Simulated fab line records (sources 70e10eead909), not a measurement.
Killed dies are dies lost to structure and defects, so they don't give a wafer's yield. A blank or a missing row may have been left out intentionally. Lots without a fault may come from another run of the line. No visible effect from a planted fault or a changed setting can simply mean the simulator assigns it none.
The tool behind it: which one?    flow nand-harc    24 lots, 72 wafers sampled, at 2 steps of a route of 1302

== WHAT EACH GAUGE READ, for each wafer ==
NHARC_A_CHANNEL_HOLE_D1_CD_MEAS_10: target cd 100 nm.
lot   measured      on         cd-nm (nm)
L074  day 8 15:26   cd-sem-01  100.6 101.4 101.3
L075  day 8 19:11   cd-sem-03  99.6 98.8 99.6
L076  day 9 06:02   cd-sem-03  101.1 100.3 100.2
L077  day 9 16:48   cd-sem-01  98.9 99.4 99.5
L078  day 10 06:57  cd-sem-02  100.3 101.2 100.3
L079  day 10 07:06  cd-sem-01  100.1 99.7 100.1
L080  day 11 05:03  cd-sem-02  100.6 101.0 100.4
L082  day 11 17:54  cd-sem-03  100.8 99.8 100.4
L081  day 11 19:01  cd-sem-02  99.7 100.3 100.2
L083  day 12 09:19  cd-sem-01  99.5 99.7 99.3
L084  day 13 01:32  cd-sem-02  99.3 99.8 100.2
L085  day 13 06:02  cd-sem-01  100.0 99.6 99.6
L086  day 13 19:07  cd-sem-01  100.5 99.1 99.8
L087  day 14 15:12  cd-sem-02  100.6 99.9 101.0
L088  day 14 16:13  cd-sem-01  100.9 100.0 100.8
L089  day 15 09:21  cd-sem-02  101.4 100.7 101.0
L090  day 15 10:04  cd-sem-01  99.9 100.4 100.3
L091  day 15 10:32  cd-sem-03  99.1 99.7 99.6
L092  day 15 19:48  cd-sem-03  99.9 100.4 100.3
L093  day 17 01:13  cd-sem-01  100.4 100.5 100.1
L094  day 17 02:55  cd-sem-01  99.7 100.3 100.5
L095  day 17 06:13  cd-sem-03  101.3 100.5 101.4
L096  day 17 14:07  cd-sem-01  98.8 99.5 99.6
L097  day 18 07:08  cd-sem-01  100.0 99.9 100.4

NHARC_A_CHANNEL_HOLE_D1_CD_MEAS_18.
lot   measured      on         cd-nm (nm)
L074  day 8 16:44   cd-sem-01  100.7 101.4 103.9
L075  day 8 20:29   cd-sem-03  96.6 97.8 97.5
L076  day 9 07:20   cd-sem-03  101.7 99.2 96.6
L077  day 9 18:06   cd-sem-01  93.8 97.3 96.0
L078  day 10 09:27  cd-sem-02  97.6 95.8 99.8
L079  day 10 09:47  cd-sem-01  99.0 99.1 97.7
L080  day 11 06:20  cd-sem-03  103.1 99.6 102.9
L082  day 11 19:11  cd-sem-03  96.4 99.3 99.0
L081  day 11 20:19  cd-sem-02  98.0 102.2 102.9
L083  day 12 10:37  cd-sem-02  101.1 100.9 96.2
L084  day 13 02:50  cd-sem-02  98.1 98.4 101.3
L085  day 13 07:20  cd-sem-03  96.0 97.6 98.3
L086  day 13 20:25  cd-sem-03  99.3 96.1 100.0
L087  day 14 16:30  cd-sem-03  98.2 100.3 101.5
L088  day 14 17:30  cd-sem-02  97.1 96.6 96.6
L089  day 15 10:38  cd-sem-02  101.1 101.0 98.1
L090  day 15 11:23  cd-sem-01  100.6 101.5 101.3
L091  day 15 11:49  cd-sem-02  96.5 98.2 98.3
L092  day 15 21:06  cd-sem-01  98.2 103.6 102.2
L093  day 17 02:34  cd-sem-01  101.8 101.5 99.1
L094  day 17 04:13  cd-sem-01  96.8 103.6 98.9
L095  day 17 07:31  cd-sem-03  100.9 98.3 102.1
L096  day 17 15:24  cd-sem-01  98.0 99.5 97.5
L097  day 18 08:26  cd-sem-01  96.8 101.5 100.2

== WHICH TOOL RAN EACH LOT (tool, then ch and the chambers of the sampled wafers, then the start) ==
Record: no process step prior to these readings.

== AS READ BY THE TOOLS THEMSELVES (means over the sampled wafers that have a number; for cases with no such wafer, the mark the record gives instead) ==
The record holds no such reading with a usual standard deviation.

== THE ANSWER, worked out from the rows above alone ==
Rule: usual is defined by the lots themselves. The widest of any qualifying gaps counts: lots, ordered by their means at a reading, are off when they make up no more than a third of the lots, leave a main group of 4 or more, and stand apart from it by 3 or more times the standard deviation of that group's means. A main group is skipped when, at the precision printed for the reading in the tables above, its means are all equal. A lot without any number at a reading at which 4 lots or more have one is off too. Where the step has rows for the other lots, those lots are counted as sound. Order of review: gauges by route order, followed by the tools' own readings, for which a lot's mean as printed above is used. The first step at which some lot is off is used, and at that step the reading that is off furthest; a lot without a number counts as furthest.
No lot is off on any of the readings shown, so nothing can be concluded from this.

== WHAT THE SIMULATOR HAD PUT IN ==
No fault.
